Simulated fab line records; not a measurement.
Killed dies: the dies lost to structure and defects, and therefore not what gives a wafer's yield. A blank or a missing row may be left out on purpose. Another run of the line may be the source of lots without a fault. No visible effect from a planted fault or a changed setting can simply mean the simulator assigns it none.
Which of the tools did it? :: flow n5 finfet :: 39 wafers from 14 lots sampled at 4 of the route's 1938 steps

== WHAT THE GAUGES SHOWED, per wafer ==
N5_BEOL_M6_CD_MEAS_28 targets a cd of 40 nm. Usual: 40.08 nm for cd nm, sd 0.24.
lot: L953
measured: day 10 02:04
on: cd sem-01
cd nm (nm): 39.98 40.01 40.13
flag: 

lot: L955
measured: day 10 10:52
on: cd sem-01
cd nm (nm): 39.80 40.61 40.28
flag: 

lot: L957
measured: day 10 11:06
on: cd sem-02
cd nm (nm): 40.31 39.87 39.97
flag: 

lot: L958
measured: day 10 16:59
on: cd sem-01
cd nm (nm): 40.14 40.46 40.12
flag: 

lot: L959
measured: day 10 19:09
on: cd sem-01
cd nm (nm): 40.00 40.01 40.07
flag: 

lot: L961
measured: day 11 13:58
on: cd sem-02
cd nm (nm): 39.60 40.18 40.03
flag: 

lot: L962
measured: day 12 05:24
on: cd sem-01
cd nm (nm): 40.33 39.98 39.94
flag: 

lot: L964
measured: day 12 10:14
on: cd sem-01
cd nm (nm): 39.83 40.02
flag: 

lot: L963
measured: day 12 17:42
on: cd sem-01
cd nm (nm): 39.73 40.71 40.58
flag: 

lot: L965
measured: day 12 17:28
on: cd sem-01
cd nm (nm): 39.97 39.72 39.94
flag: 

lot: L966
measured: day 12 21:46
on: cd sem-01
cd nm (nm): 40.21 40.32
flag: 

lot: L970
measured: day 14 05:34
on: cd sem-01
cd nm (nm): 40.05 40.19 40.27
flag: 

lot: L972
measured: day 14 22:05
on: cd sem-02
cd nm (nm): 39.79 40.10 39.87
flag: 

lot: L975
measured: day 16 00:48
on: cd sem-03
cd nm (nm): 40.36 40.20
flag: 

N5_BEOL_M6_INSPECT_30: inspects for defects (brightfield). Usual: 425 for raw defect count, sd 92.
lot: L953
measured: day 10 02:09
on: defect inspect-01
raw defect count: 421 554 597
flag: 

lot: L955
measured: day 10 10:57
on: defect inspect-02
raw defect count: 469 405 399
flag: 

lot: L957
measured: day 10 11:13
on: defect inspect-02
raw defect count: 392 352 405
flag: 

lot: L958
measured: day 10 17:05
on: defect inspect-01
raw defect count: 346 301 313
flag: 

lot: L959
measured: day 10 19:17
on: defect inspect-02
raw defect count: 318 356 414
flag: 

lot: L961
measured: day 11 14:05
on: defect inspect-02
raw defect count: 386 368 628
flag: 

lot: L962
measured: day 12 05:32
on: defect inspect-02
raw defect count: 335 327 475
flag: 

lot: L964
measured: day 12 10:19
on: defect inspect-01
raw defect count: 393 459
flag: 

lot: L963
measured: day 12 17:47
on: defect inspect-02
raw defect count: 524 525 474
flag: 

lot: L965
measured: day 12 17:34
on: defect inspect-02
raw defect count: 495 571 577
flag: 

lot: L966
measured: day 12 21:50
on: defect inspect-01
raw defect count: 390 525
flag: 

lot: L970
measured: day 14 05:38
on: defect inspect-02
raw defect count: 272 395 324
flag: 

lot: L972
measured: day 14 22:10
on: defect inspect-01
raw defect count: 443 518 391
flag: 

lot: L975
measured: day 16 00:53
on: defect inspect-02
raw defect count: 296 417
flag: 

== TOOL THAT RAN EACH LOT (tool first, then ch and the chambers of the sampled wafers, then the start) ==
lot: L953
N5_BEOL_M6_CURE_74: uv cure-03 ch 1, day 9 17:18
N5_BEOL_M6_COAT_71: litho track-03 ch 0, day 10 01:44

lot: L955
N5_BEOL_M6_CURE_74: uv cure-01 ch 2, day 10 07:33
N5_BEOL_M6_COAT_71: litho track-02 ch 0, day 10 10:36

lot: L957
N5_BEOL_M6_CURE_74: uv cure-03 ch 2, day 10 07:58
N5_BEOL_M6_COAT_71: litho track-04 ch 0, day 10 10:50

lot: L958
N5_BEOL_M6_CURE_74: uv cure-02 ch 1, day 10 13:02
N5_BEOL_M6_COAT_71: litho track-04 ch 0, day 10 16:32

lot: L959
N5_BEOL_M6_CURE_74: uv cure-02 ch 2, day 10 15:17
N5_BEOL_M6_COAT_71: litho track-03 ch 0, day 10 18:53

lot: L961
N5_BEOL_M6_CURE_74: uv cure-02 ch 0, day 11 08:10
N5_BEOL_M6_COAT_71: litho track-03 ch 0, day 11 13:41

lot: L962
N5_BEOL_M6_CURE_74: uv cure-03 ch 2, day 12 02:00
N5_BEOL_M6_COAT_71: litho track-02 ch 0, day 12 05:01

lot: L964
N5_BEOL_M6_CURE_74: uv cure-01 ch 2, day 12 07:48
N5_BEOL_M6_COAT_71: litho track-04 ch 0, day 12 09:50

lot: L963
N5_BEOL_M6_CURE_74: uv cure-02 ch 2, day 12 11:43
N5_BEOL_M6_COAT_71: litho track-04 ch 0, day 12 17:26

lot: L965
N5_BEOL_M6_CURE_74: uv cure-02 ch 2, day 12 13:39
N5_BEOL_M6_COAT_71: litho track-03 ch 0, day 12 17:05

lot: L966
N5_BEOL_M6_CURE_74: uv cure-02 ch 1, day 12 19:31
N5_BEOL_M6_COAT_71: litho track-03 ch 0, day 12 21:29

lot: L970
N5_BEOL_M6_CURE_74: uv cure-02 ch 2, day 13 23:46
N5_BEOL_M6_COAT_71: litho track-03 ch 0, day 14 04:59

lot: L972
N5_BEOL_M6_CURE_74: uv cure-01 ch 1, day 14 18:57
N5_BEOL_M6_COAT_71: litho track-03 ch 0, day 14 21:49

lot: L975
N5_BEOL_M6_CURE_74: uv cure-01 ch 2, day 15 19:01
N5_BEOL_M6_COAT_71: litho track-02 ch 0, day 16 00:31
- N5_BEOL_M6_CURE_74: cures SiCOH lowk, time 240 s.
- N5_BEOL_M6_COAT_71: time 60 s, resist thk 5 nm.

== WHAT THE TOOLS THEMSELVES READ (means of the sampled wafers that have a number; where no wafer has one, the mark that the record gives instead) ==
N5_BEOL_M6_CURE_74. Usual: lamp power pct 52.31 %, standard deviation 0.053; wafer_temp_C_max 386.8, standard deviation 0.59.
lot: L953
tool: uv cure-03
lamp power pct (%): 52.27
wafer_temp_C_max: 387.1
flag: 

lot: L955
tool: uv cure-01
lamp power pct (%): 52.30
wafer_temp_C_max: 386.0
flag: 

lot: L957
tool: uv cure-03
lamp power pct (%): 52.37
wafer_temp_C_max: 387.3
flag: 

lot: L958
tool: uv cure-02
lamp power pct (%): 52.28
wafer_temp_C_max: 387.6
flag: 

lot: L959
tool: uv cure-02
lamp power pct (%): 52.31
wafer_temp_C_max: 386.6
flag: 

lot: L961
tool: uv cure-02
lamp power pct (%): 52.33
wafer_temp_C_max: 386.7
flag: 

lot: L962
tool: uv cure-03
lamp power pct (%): 52.29
wafer_temp_C_max: 387.8
flag: 

lot: L964
tool: uv cure-01
lamp power pct (%): 52.28
wafer_temp_C_max: 385.8
flag: 

lot: L963
tool: uv cure-02
lamp power pct (%): 52.35
wafer_temp_C_max: 387.0
flag: 

lot: L965
tool: uv cure-02
lamp power pct (%): 52.30
wafer_temp_C_max: 387.1
flag: 

lot: L966
tool: uv cure-02
lamp power pct (%): 52.33
wafer_temp_C_max: 387.7
flag: 

lot: L970
tool: uv cure-02
lamp power pct (%): 52.30
wafer_temp_C_max: 386.6
flag: 

lot: L972
tool: uv cure-01
lamp power pct (%): 52.30
wafer_temp_C_max: 386.7
flag: 

lot: L975
tool: uv cure-01
lamp power pct (%): 52.35
wafer_temp_C_max: 386.2
flag: 

N5_BEOL_M6_COAT_71. Usual: 1500.0 rpm for spin speed rpm, sd 0.91.
lot: L953
tool: litho track-03
spin speed rpm (rpm): 1499.9
flag: 

lot: L955
tool: litho track-02
spin speed rpm (rpm): 1498.4
flag: 

lot: L957
tool: litho track-04
spin speed rpm (rpm): 1499.2
flag: 

lot: L958
tool: litho track-04
spin speed rpm (rpm): 1499.7
flag: 

lot: L959
tool: litho track-03
spin speed rpm (rpm): 1501.0
flag: 

lot: L961
tool: litho track-03
spin speed rpm (rpm): 1500.7
flag: 

lot: L962
tool: litho track-02
spin speed rpm (rpm): 1499.2
flag: 

lot: L964
tool: litho track-04
spin speed rpm (rpm): 1499.5
flag: 

lot: L963
tool: litho track-04
spin speed rpm (rpm): 1500.5
flag: 

lot: L965
tool: litho track-03
spin speed rpm (rpm): 1501.8
flag: 

lot: L966
tool: litho track-03
spin speed rpm (rpm): 1500.1
flag: 

lot: L970
tool: litho track-03
spin speed rpm (rpm): 1416.3
flag: OFF

lot: L972
tool: litho track-03
spin speed rpm (rpm): 1417.2
flag: OFF

lot: L975
tool: litho track-02
spin speed rpm (rpm): 1499.2
flag: 

== THE ANSWER, worked out from the rows above alone ==
Rule: a lot is off if the mean of its wafers that have a number lies more than 3 standard deviations from the usual mean. A lot without any number at a reading at which 4 lots or more have one is off too. Any other lot the step has rows for is counted as sound. After the gauges, taken in route order, come the tools' own readings; for these a lot's mean is taken, as printed above. The first step at which some lot is off is used, and at that step the reading that is off furthest; a lot without a number counts as furthest.
Off, at N5_BEOL_M6_COAT_71 on spin speed rpm: L970, L972.
If a tool, at that step or one of the process steps before it, ran each lot that is off and ran no sound lot following the first of them, it fits. One fits: litho track-03 at N5_BEOL_M6_COAT_71. A fault onset in the window from L966 (day 12 21:29, its last sound lot) to L970 (day 14 04:59, its first lot off) fits.
The tool's own readings at N5_BEOL_M6_COAT_71 bear it out: on the lots that are off they differ by more than 5 times the standard deviation of the sound lots' means. spin speed rpm reads 1416.8 rpm there against 1499.9 rpm on the sound lots.

== WHAT WAS PUT IN BY THE SIMULATOR ==
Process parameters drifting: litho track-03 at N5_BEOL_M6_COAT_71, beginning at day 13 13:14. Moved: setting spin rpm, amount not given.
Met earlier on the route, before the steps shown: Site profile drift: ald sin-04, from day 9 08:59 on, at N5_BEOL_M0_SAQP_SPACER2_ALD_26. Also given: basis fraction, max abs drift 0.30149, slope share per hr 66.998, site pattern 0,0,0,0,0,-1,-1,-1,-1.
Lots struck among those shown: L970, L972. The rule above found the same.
